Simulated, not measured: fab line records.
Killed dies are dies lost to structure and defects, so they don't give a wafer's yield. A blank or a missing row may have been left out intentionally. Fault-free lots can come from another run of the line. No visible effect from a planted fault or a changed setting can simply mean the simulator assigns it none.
One fault through the eyes of 2 desks | flow n5-finfet | what lay behind the numbers comes last; until then each desk has only its own

== FROM THE METROLOGY DESK ==
What the gauges read, lot by lot, whatever tool the lot ran on: means of the sampled wafers that have a number. The brackets show how far a lot's mean lies from the usual mean; more than 4 standard deviations puts the lot out of limits, marked OUT. 7 of its 10 readings are shown, namely those furthest out on some lot.
Columns: A = DIBL_N at N5_BEOL_M4_RC_MEAS_101, usual 36.4 mV/V; B = IOFF_N at N5_BEOL_M4_RC_MEAS_101, usual 0.156 nA/um; C = ION_N at N5_BEOL_M4_RC_MEAS_101, usual 674 uA/um; D = ION_P at N5_BEOL_M4_RC_MEAS_101, usual 463 uA/um; E = SS_P at N5_BEOL_M4_RC_MEAS_101, usual 73.2 mV/dec; F = VT_N at N5_BEOL_M4_RC_MEAS_101, usual 250.0 mV; G = VT_P at N5_BEOL_M4_RC_MEAS_101, usual -250 mV
lot  | first seen here | A    | B     | C   | D   | E    | F     | G
L396 | day 7 23:52     | 36.2 | 0.155 | 679 | 471 | 72.9 | 249.9 | -246
L398 | day 8 06:26     | 36.3 | 0.171 | 672 | 456 | 74.1 | 247.6 | -253
L400 | day 9 01:47     | 35.4 | 0.137 | 668 | 466 | 73.2 | 251.8 | -248
L404 | day 10 06:21    | 38.3 | 0.195 | 691 | 471 | 73.6 | 245.9 | -247
L405 | day 10 10:08    | 36.2 | 0.157 | 680 | 466 | 73.8 | 248.8 | -251
L409 | day 11 03:54    | 35.7 | 0.144 | 677 | 458 | 73.2 | 251.7 | -254
L412 | day 11 17:59    | 35.9 | 0.142 | 668 | 463 | 72.8 | 249.2 | -249
L417 | day 14 02:38    | 36.5 | 0.162 | 665 | 460 | 73.7 | 249.9 | -252
L418 | day 14 02:44    | 35.3 | 0.146 | 678 | 460 | 73.3 | 249.4 | -254
This desk's finding: nothing out of limits on any of the 9 lots.

== THE TOOL OWNER'S DESK: pecvd-04 ==
The tool's own readings at N5_BEOL_M2_PECVD_72 (deposits SiO2 from TEOS/O2, target thk 16 nm, time 18 s): means of the sampled wafers that have a number, for each lot that ran on this tool. The brackets show how far a lot's mean lies from the usual mean; more than 4 standard deviations puts the lot out of limits, marked OUT.
Columns: A = heater-power-w at N5_BEOL_M2_PECVD_72, usual 698 W; B = showerhead-plenum-p-Torr at N5_BEOL_M2_PECVD_72, usual 8.79 Torr; C = throttle-valve-pct at N5_BEOL_M2_PECVD_72, usual 22.8 %
lot  | first seen here | A   | B    | C
L400 | day 7 13:36     | 718 | 8.73 | 22.5
L404 | day 8 13:59     | 689 | 8.76 | 22.6
L409 | day 9 21:23     | 675 | 8.74 | 22.9
L412 | day 10 13:05    | 735 | 8.74 | 22.9
This desk's finding: nothing out of limits on any of the 4 lots.

== PUT TOGETHER ==
Nothing out of limits was seen by the metrology desk.
The tool owner's desk saw nothing out of limits.

== WHAT HAD BEEN PUT IN BY THE SIMULATOR ==
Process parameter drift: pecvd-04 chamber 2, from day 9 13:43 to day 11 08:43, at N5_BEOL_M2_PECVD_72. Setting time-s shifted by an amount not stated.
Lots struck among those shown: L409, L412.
